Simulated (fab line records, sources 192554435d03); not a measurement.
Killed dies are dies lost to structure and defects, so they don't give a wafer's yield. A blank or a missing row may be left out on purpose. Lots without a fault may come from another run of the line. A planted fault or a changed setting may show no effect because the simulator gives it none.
Which tool did it? | flow n5_finfet | 24 lots, 72 wafers sampled, at 4 steps of a route of 1938

WHAT THE GAUGES READ, wafer by wafer
N5_MOL_CONTACT_COAG_OVL_MEAS_41.
lot  | measured     | on         | VD_OVL (nm)
L074 | day 5 05:29  | overlay-02 | -1.2 -0.5 -0.2
L075 | day 5 13:06  | overlay-01 | -0.4 0.6 0.5
L076 | day 5 16:00  | overlay-01 | -0.2 0.2 -0.4
L077 | day 6 06:23  | overlay-01 | 0.0 0.2 0.7
L078 | day 6 08:14  | overlay-01 | 0.5 0.9 0.4
L079 | day 7 00:14  | overlay-01 | -0.7 -0.4 -1.0
L080 | day 7 02:44  | overlay-01 | 0.6 -0.2 -1.0
L081 | day 7 08:34  | overlay-01 | -0.2 -0.3 0.3
L082 | day 7 13:46  | overlay-01 | -1.2 -0.7 -1.1
L083 | day 7 19:08  | overlay-01 | -0.7 -0.9 -0.5
L084 | day 8 08:11  | overlay-02 | 0.6 0.6 0.5
L085 | day 8 11:59  | overlay-02 | 0.5 0.2 0.4
L086 | day 8 20:35  | overlay-01 | 0.4 -0.7 0.1
L087 | day 8 23:21  | overlay-02 | -1.2 0.6 0.3
L088 | day 9 01:29  | overlay-01 | 0.5 -0.3 0.8
L089 | day 9 11:17  | overlay-01 | 0.6 1.7 -0.1
L090 | day 9 12:13  | overlay-02 | -0.1 0.3 -0.7
L091 | day 9 20:11  | overlay-01 | 1.1 0.9 -0.6
L092 | day 10 01:12 | overlay-02 | 0.0 0.1 0.0
L093 | day 10 11:20 | overlay-01 | -0.4 0.1 -0.3
L095 | day 10 20:18 | overlay-02 | 0.2 0.8 0.3
L097 | day 10 23:19 | overlay-01 | -0.1 -0.7 0.1
L094 | day 11 03:28 | overlay-01 | 0.2 -0.3 0.9
L096 | day 11 03:18 | overlay-02 | 0.2 1.2 0.9

WHICH TOOL RAN EACH LOT (tool, then ch and the chambers of the sampled wafers, then the start)
lot  | N5_MOL_CONTACT_COAG_TI_SIL_19 | N5_MOL_CONTACT_COAG_ETCHBACK_132   | N5_MOL_CONTACT_COAG_STRIP_119
L074 | pvd_sputter-01, day 4 18:12   | rie_diel-04 ch 0,2, day 5 04:37    | plasma_asher-02 ch 0,1, day 5 04:59
L075 | pvd_sputter-01, day 5 04:16   | rie_diel-04 ch 0,2, day 5 12:08    | plasma_asher-01 ch 0, day 5 12:28
L076 | pvd_sputter-01, day 5 04:49   | rie_diel-02 ch 1,2, day 5 15:10    | plasma_asher-01 ch 0,1, day 5 15:30
L077 | pvd_sputter-03, day 5 14:59   | rie_diel-04 ch 0,3, day 6 05:26    | plasma_asher-01 ch 0,1, day 6 05:47
L078 | pvd_sputter-03, day 5 17:13   | rie_diel-04 ch 0,2,3, day 6 07:23  | plasma_asher-01 ch 0,1, day 6 07:44
L079 | pvd_sputter-03, day 6 01:44   | rie_diel-02 ch 1,2,3, day 6 23:23  | plasma_asher-01 ch 0,1, day 6 23:44
L080 | pvd_sputter-03, day 6 05:11   | rie_diel-05 ch 1,3, day 7 01:54    | plasma_asher-02 ch 0,1, day 7 02:14
L081 | pvd_sputter-03, day 6 23:52   | rie_diel-05 ch 0,2,3, day 7 07:44  | plasma_asher-01 ch 0,1, day 7 08:04
L082 | pvd_sputter-02, day 7 01:46   | rie_diel-04 ch 0,2, day 7 12:44    | plasma_asher-02 ch 0,1, day 7 13:06
L083 | pvd_sputter-02, day 7 08:29   | rie_diel-04 ch 0,2,3, day 7 18:17  | plasma_asher-01 ch 0,1, day 7 18:38
L084 | pvd_sputter-02, day 7 18:54   | rie_diel-04 ch 0,1, day 8 07:20    | plasma_asher-02 ch 0,1, day 8 07:42
L085 | pvd_sputter-01, day 8 02:37   | rie_diel-04 ch 0,1, day 8 11:08    | plasma_asher-01 ch 0,1, day 8 11:29
L086 | pvd_sputter-02, day 8 10:03   | rie_diel-04 ch 0,1,2, day 8 19:37  | plasma_asher-01 ch 0,1, day 8 19:58
L087 | pvd_sputter-03, day 8 11:47   | rie_diel-05 ch 1,2, day 8 22:30    | plasma_asher-02 ch 0,1, day 8 22:52
L088 | pvd_sputter-01, day 8 16:49   | rie_diel-02 ch 0,1,3, day 9 00:38  | plasma_asher-01 ch 0,1, day 9 00:59
L089 | pvd_sputter-01, day 8 23:58   | rie_diel-02 ch 2,3, day 9 10:26    | plasma_asher-02 ch 0,1, day 9 10:46
L090 | pvd_sputter-03, day 9 01:17   | rie_diel-02 ch 0,3, day 9 11:22    | plasma_asher-01 ch 0,1, day 9 11:42
L091 | pvd_sputter-02, day 9 11:44   | rie_diel-02 ch 0,2,3, day 9 19:19  | plasma_asher-02 ch 0,1, day 9 19:40
L092 | pvd_sputter-01, day 9 14:50   | rie_diel-02 ch 1,2,3, day 10 00:14 | plasma_asher-01 ch 0,1, day 10 00:35
L093 | pvd_sputter-01, day 10 00:58  | rie_diel-04 ch 0,1,2, day 10 10:29 | plasma_asher-02 ch 0,1, day 10 10:51
L095 | pvd_sputter-02, day 10 11:33  | rie_diel-04 ch 1,2, day 10 19:28   | plasma_asher-01 ch 0,1, day 10 19:48
L097 | pvd_sputter-03, day 10 12:46  | rie_diel-05 ch 0,2,3, day 10 22:19 | plasma_asher-02 ch 0,1, day 10 22:39
L094 | pvd_sputter-02, day 10 17:16  | rie_diel-04 ch 2,3, day 11 02:37   | plasma_asher-02 ch 0,1, day 11 02:58
L096 | pvd_sputter-03, day 10 17:26  | rie_diel-05 ch 0,2,3, day 11 02:20 | plasma_asher-01 ch 0,1, day 11 02:41
- N5_MOL_CONTACT_COAG_TI_SIL_19: material Ti, target thk 4.2 nm, time 15 s.
- N5_MOL_CONTACT_COAG_ETCHBACK_132: etches SiO2 in CHF3, target depth 10 nm, time 6.7 s.
- N5_MOL_CONTACT_COAG_STRIP_119: strips in N2/H2, time 30 s.

WHAT THE TOOLS THEMSELVES READ (means of the sampled wafers that have a number; where no wafer has one, the mark that the record gives instead)
N5_MOL_CONTACT_COAG_TI_SIL_19.
lot  | tool           | throttle_valve_pct (%)
L074 | pvd_sputter-01 | 29.7
L075 | pvd_sputter-01 | 30.0
L076 | pvd_sputter-01 | 30.5
L077 | pvd_sputter-03 | 30.5
L078 | pvd_sputter-03 | 29.8
L079 | pvd_sputter-03 | 29.8
L080 | pvd_sputter-03 | 30.2
L081 | pvd_sputter-03 | 29.9
L082 | pvd_sputter-02 | 30.4
L083 | pvd_sputter-02 | 30.4
L084 | pvd_sputter-02 | 29.3
L085 | pvd_sputter-01 | 30.0
L086 | pvd_sputter-02 | 29.7
L087 | pvd_sputter-03 | 29.9
L088 | pvd_sputter-01 | 30.0
L089 | pvd_sputter-01 | 29.5
L090 | pvd_sputter-03 | 30.2
L091 | pvd_sputter-02 | 30.4
L092 | pvd_sputter-01 | 30.0
L093 | pvd_sputter-01 | 29.9
L095 | pvd_sputter-02 | 29.3
L097 | pvd_sputter-03 | 30.3
L094 | pvd_sputter-02 | 29.1
L096 | pvd_sputter-03 | 30.1

N5_MOL_CONTACT_COAG_ETCHBACK_132.
lot  | tool        | drypump_motor_current_A (A) | oes_product_au (a.u.) | rf_vpp_V (V) | showerhead_plenum_p_Torr (Torr) | throttle_valve_pct (%)
L074 | rie_diel-04 | 6.2                         | 0.74                  | 525          | 2.37                            | 18.63
L075 | rie_diel-04 | 6.1                         | 0.74                  | 525          | 2.37                            | 18.64
L076 | rie_diel-02 | 5.2                         | 0.76                  | 530          | 2.39                            | 18.90
L077 | rie_diel-04 | 5.8                         | 0.69                  | 521          | 2.39                            | 18.69
L078 | rie_diel-04 | 5.9                         | 0.71                  | 521          | 2.40                            | 18.70
L079 | rie_diel-02 | 5.5                         | 0.73                  | 531          | 2.41                            | 18.87
L080 | rie_diel-05 | 6.0                         | 0.84                  | 528          | 2.38                            | 18.47
L081 | rie_diel-05 | 5.8                         | 0.75                  | 523          | 2.41                            | 18.65
L082 | rie_diel-04 | 6.1                         | 0.71                  | 525          | 2.36                            | 18.62
L083 | rie_diel-04 | 5.8                         | 0.71                  | 521          | 2.39                            | 18.73
L084 | rie_diel-04 | 5.8                         | 0.69                  | 525          | 2.39                            | 18.65
L085 | rie_diel-04 | 5.6                         | 0.69                  | 528          | 2.42                            | 18.68
L086 | rie_diel-04 | 5.8                         | 0.71                  | 527          | 2.39                            | 18.69
L087 | rie_diel-05 | 6.1                         | 0.81                  | 527          | 2.34                            | 18.47
L088 | rie_diel-02 | 5.9                         | 0.76                  | 531          | 2.41                            | 18.78
L089 | rie_diel-02 | 5.2                         | 0.73                  | 530          | 2.39                            | 18.94
L090 | rie_diel-02 | 6.1                         | 0.80                  | 529          | 2.42                            | 18.71
L091 | rie_diel-02 | 5.6                         | 0.76                  | 529          | 2.40                            | 18.82
L092 | rie_diel-02 | 5.5                         | 0.71                  | 531          | 2.40                            | 18.92
L093 | rie_diel-04 | 5.8                         | 0.70                  | 526          | 2.38                            | 18.70
L095 | rie_diel-04 | 5.9                         | 0.71                  | 527          | 2.39                            | 18.73
L097 | rie_diel-05 | 5.8                         | 0.72                  | 523          | 2.40                            | 18.71
L094 | rie_diel-04 | 5.9                         | 0.70                  | 522          | 2.38                            | 18.81
L096 | rie_diel-05 | 5.7                         | 0.72                  | 524          | 2.40                            | 18.69

N5_MOL_CONTACT_COAG_STRIP_119.
lot  | tool            | drypump_motor_current_A (A) | heater_power_w (W)
L074 | plasma_asher-02 | 5.38                        | 355
L075 | plasma_asher-01 | 5.38                        | 347
L076 | plasma_asher-01 | 5.20                        | 338
L077 | plasma_asher-01 | 5.23                        | 336
L078 | plasma_asher-01 | 5.22                        | 336
L079 | plasma_asher-01 | 5.21                        | 335
L080 | plasma_asher-02 | 5.33                        | 360
L081 | plasma_asher-01 | 5.23                        | 338
L082 | plasma_asher-02 | 5.37                        | 356
L083 | plasma_asher-01 | 5.20                        | 333
L084 | plasma_asher-02 | 5.35                        | 363
L085 | plasma_asher-01 | 5.08                        | 321
L086 | plasma_asher-01 | 5.23                        | 336
L087 | plasma_asher-02 | 5.34                        | 360
L088 | plasma_asher-01 | 5.21                        | 339
L089 | plasma_asher-02 | 5.38                        | 353
L090 | plasma_asher-01 | 5.06                        | 325
L091 | plasma_asher-02 | 5.37                        | 359
L092 | plasma_asher-01 | 5.06                        | 322
L093 | plasma_asher-02 | 5.35                        | 361
L095 | plasma_asher-01 | 5.22                        | 336
L097 | plasma_asher-02 | 5.36                        | 350
L094 | plasma_asher-02 | 5.34                        | 354
L096 | plasma_asher-01 | 5.04                        | 324

THE ANSWER, worked out from the rows above alone
Rule: what is usual is taken from the lots themselves. Put in order of their means at a reading, lots are off if they are a third of the lots or fewer, leave a main group of 4 or more, and stand apart from it by a gap of 3 or more times the standard deviation of the main group's means; of several such gaps the widest counts. A main group whose means are all the same, to the digits that the tables above print for the reading, isn't used. A lot without any number at a reading at which 4 lots or more have one is off too. The other lots that the step has rows for count as sound. The gauges are gone through in route order, then the tools' own readings, and for those a lot's mean is taken as printed above. The first step at which some lot is off is used, and at that step the reading that is off furthest; a lot without a number counts as furthest.
No lot is off at any reading shown: from this, nothing can be told.

WHAT THE SIMULATOR HAD PUT IN
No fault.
